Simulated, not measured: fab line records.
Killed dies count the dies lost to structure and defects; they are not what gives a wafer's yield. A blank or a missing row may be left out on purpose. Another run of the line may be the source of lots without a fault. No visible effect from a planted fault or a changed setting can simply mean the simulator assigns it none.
Matching of chambers    flow n5-finfet    ald-sin-02 running N5_ILD0_LINER_00: 4 sister chambers
The step material SiNx, target thk 4 nm, pulse time 1 s, purge time 2 s. 18 wafers are shown with their chamber, then 9 later ones without.

## WAFERS PAIRED WITH THEIR CHAMBERS
wafer   chamber  heater-power-w (W)  precursor-pulse-height-rel
L074.1  3        705                 1.017
L074.3  2        760                 1.028
L074.5  0        991                 1.022
L081.1  0        949                 0.985
L081.5  2        676                 1.002
L081.6  1        842                 0.998
L083.1  0        974                 1.036
L083.2  3        713                 1.001
L083.5  0        1005                0.990
L084.1  3        727                 1.003
L084.3  1        852                 0.985
L084.4  0        982                 1.002
L085.1  1        831                 1.003
L085.2  0        971                 1.021
L085.6  0        985                 0.993
L091.1  2        694                 0.981
L091.2  1        807                 0.972
L091.6  1        838                 1.061

SIGNATURES (averages over the wafers above)
reading                     chamber 0  chamber 1  chamber 2  chamber 3  scatter within a chamber
heater-power-w              979.57     834.00     710.00     715.00     22.6
precursor-pulse-height-rel  1.00700    1.00380    1.00367    1.00700    0.0242
Rule: for each reading, subtract the chamber's mean from the wafer's reading, divide by that reading's scatter and square the result; add these up over the readings and take the root, which gives the wafer's distance from the chamber. The wafer belongs to the nearest chamber; if the next one is less than 2 further off, it can't be placed. The scatter is the square root of a quotient: the sum, over the shown wafers, of each reading's squared deviation from its chamber's mean, divided by wafers minus chambers.

## WAFERS MISSING THEIR CHAMBER
wafer   heater-power-w (W)  precursor-pulse-height-rel
L093.1  719                 0.994
L093.2  744                 1.044
L093.3  965                 0.994
L095.1  718                 1.004
L095.3  843                 0.992
L095.6  688                 0.935
L097.1  710                 1.041
L097.3  730                 0.984
L097.6  723                 1.018

## WHICH CHAMBER EACH ONE RAN IN
wafer   from the rows above      in truth
L093.1  can't be placed: 2 or 3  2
L093.2  can't be placed: 3 or 2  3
L093.3  0                        0
L095.1  can't be placed: 3 or 2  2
L095.3  1                        1
L095.6  can't be placed: 2 or 3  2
L097.1  can't be placed: 3 or 2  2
L097.3  can't be placed: 3 or 2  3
L097.6  can't be placed: 3 or 2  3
Correctly placed: 2 of 9. These rows do not allow placing 7 (true chamber among the candidates in 7). 0 placed wrongly.
